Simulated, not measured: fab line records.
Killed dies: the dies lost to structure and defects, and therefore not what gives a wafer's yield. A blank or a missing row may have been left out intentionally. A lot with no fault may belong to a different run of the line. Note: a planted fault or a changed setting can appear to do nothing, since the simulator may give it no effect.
Matching of chambers :: flow nand-harc :: cmp-03 running NHARC_A_WL_FILL_CMP_12: 4 sister chambers
The step polishes, t overpolish 30 s, target thk 75 nm. 16 wafers are shown with their chamber, then 8 later ones without.

WAFERS WITH THEIR CHAMBER
wafer: L076.1
chamber: 0
motor-current-A (A): 11.3
time-to-endpoint-s (s): 12.8
retaining-ring-pressure-frac: 1.007

wafer: L076.2
chamber: 3
motor-current-A (A): 14.1
time-to-endpoint-s (s): 10.9
retaining-ring-pressure-frac: 0.997

wafer: L076.5
chamber: 3
motor-current-A (A): 15.4
time-to-endpoint-s (s): 12.4
retaining-ring-pressure-frac: 0.992

wafer: L080.3
chamber: 0
motor-current-A (A): 11.3
time-to-endpoint-s (s): 15.8
retaining-ring-pressure-frac: 0.993

wafer: L080.4
chamber: 2
motor-current-A (A): 10.4
time-to-endpoint-s (s): 16.4
retaining-ring-pressure-frac: 1.003

wafer: L080.5
chamber: 0
motor-current-A (A): 11.2
time-to-endpoint-s (s): 16.3
retaining-ring-pressure-frac: 0.995

wafer: L082.2
chamber: 0
motor-current-A (A): 11.5
time-to-endpoint-s (s): 19.5
retaining-ring-pressure-frac: 0.997

wafer: L082.3
chamber: 1
motor-current-A (A): 13.3
time-to-endpoint-s (s): 14.4
retaining-ring-pressure-frac: 0.996

wafer: L082.4
chamber: 2
motor-current-A (A): 10.9
time-to-endpoint-s (s): 16.8
retaining-ring-pressure-frac: 0.998

wafer: L081.1
chamber: 2
motor-current-A (A): 10.4
time-to-endpoint-s (s): 17.6
retaining-ring-pressure-frac: 1.005

wafer: L081.4
chamber: 0
motor-current-A (A): 11.2
time-to-endpoint-s (s): 15.0
retaining-ring-pressure-frac: 1.007

wafer: L081.5
chamber: 1
motor-current-A (A): 12.5
time-to-endpoint-s (s): 15.5
retaining-ring-pressure-frac: 0.997

wafer: L087.1
chamber: 1
motor-current-A (A): 12.5
time-to-endpoint-s (s): 15.5
retaining-ring-pressure-frac: 1.009

wafer: L087.2
chamber: 0
motor-current-A (A): 11.8
time-to-endpoint-s (s): 19.3
retaining-ring-pressure-frac: 1.001

wafer: L087.4
chamber: 2
motor-current-A (A): 10.9
time-to-endpoint-s (s): 15.2
retaining-ring-pressure-frac: 1.006

wafer: L090.2
chamber: 3
motor-current-A (A): 15.1
time-to-endpoint-s (s): 15.0
retaining-ring-pressure-frac: 0.991

SIGNATURES (means of the wafers above)
reading: motor-current-A
chamber 0: 11.383
chamber 1: 12.767
chamber 2: 10.650
chamber 3: 14.867
scatter within a chamber: 0.395

reading: time-to-endpoint-s
chamber 0: 16.450
chamber 1: 15.133
chamber 2: 16.500
chamber 3: 12.767
scatter within a chamber: 1.95

reading: retaining-ring-pressure-frac
chamber 0: 1.00000
chamber 1: 1.00067
chamber 2: 1.00300
chamber 3: 0.99333
scatter within a chamber: 0.00536
Rule: a wafer's distance from a chamber is the root of the sum, over the readings, of the square of ((its reading less the chamber's mean) divided by the reading's scatter). If the next closest chamber is less than 2 further off than the closest, the wafer can't be placed; otherwise it belongs to the closest. The scatter: the root of (the sum of the squares of (reading less its chamber's mean) over the shown wafers, divided by (wafers less chambers)).

WAFERS WHOSE CHAMBER IS MISSING
wafer: L090.4
motor-current-A (A): 13.6
time-to-endpoint-s (s): 12.7
retaining-ring-pressure-frac: 0.999

wafer: L090.5
motor-current-A (A): 12.6
time-to-endpoint-s (s): 14.6
retaining-ring-pressure-frac: 1.003

wafer: L093.1
motor-current-A (A): 14.7
time-to-endpoint-s (s): 14.4
retaining-ring-pressure-frac: 0.998

wafer: L093.2
motor-current-A (A): 11.1
time-to-endpoint-s (s): 15.7
retaining-ring-pressure-frac: 1.010

wafer: L093.6
motor-current-A (A): 10.4
time-to-endpoint-s (s): 15.0
retaining-ring-pressure-frac: 1.008

wafer: L097.1
motor-current-A (A): 12.7
time-to-endpoint-s (s): 14.3
retaining-ring-pressure-frac: 0.993

wafer: L097.2
motor-current-A (A): 10.9
time-to-endpoint-s (s): 15.7
retaining-ring-pressure-frac: 0.996

wafer: L097.4
motor-current-A (A): 14.6
time-to-endpoint-s (s): 13.5
retaining-ring-pressure-frac: 1.005

WHICH CHAMBER EACH WENT THROUGH
wafer: L090.4
from the rows above: can't be placed: 1 or 3
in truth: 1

wafer: L090.5
from the rows above: 1
in truth: 1

wafer: L093.1
from the rows above: 3
in truth: 3

wafer: L093.2
from the rows above: can't be placed: 2 or 0
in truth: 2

wafer: L093.6
from the rows above: can't be placed: 2 or 0
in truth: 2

wafer: L097.1
from the rows above: 1
in truth: 1

wafer: L097.2
from the rows above: can't be placed: 0 or 2
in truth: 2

wafer: L097.4
from the rows above: 3
in truth: 3
4 of 8 placed correctly. These rows do not allow placing 4 (true chamber among the candidates in 4). Placed wrongly: 0.
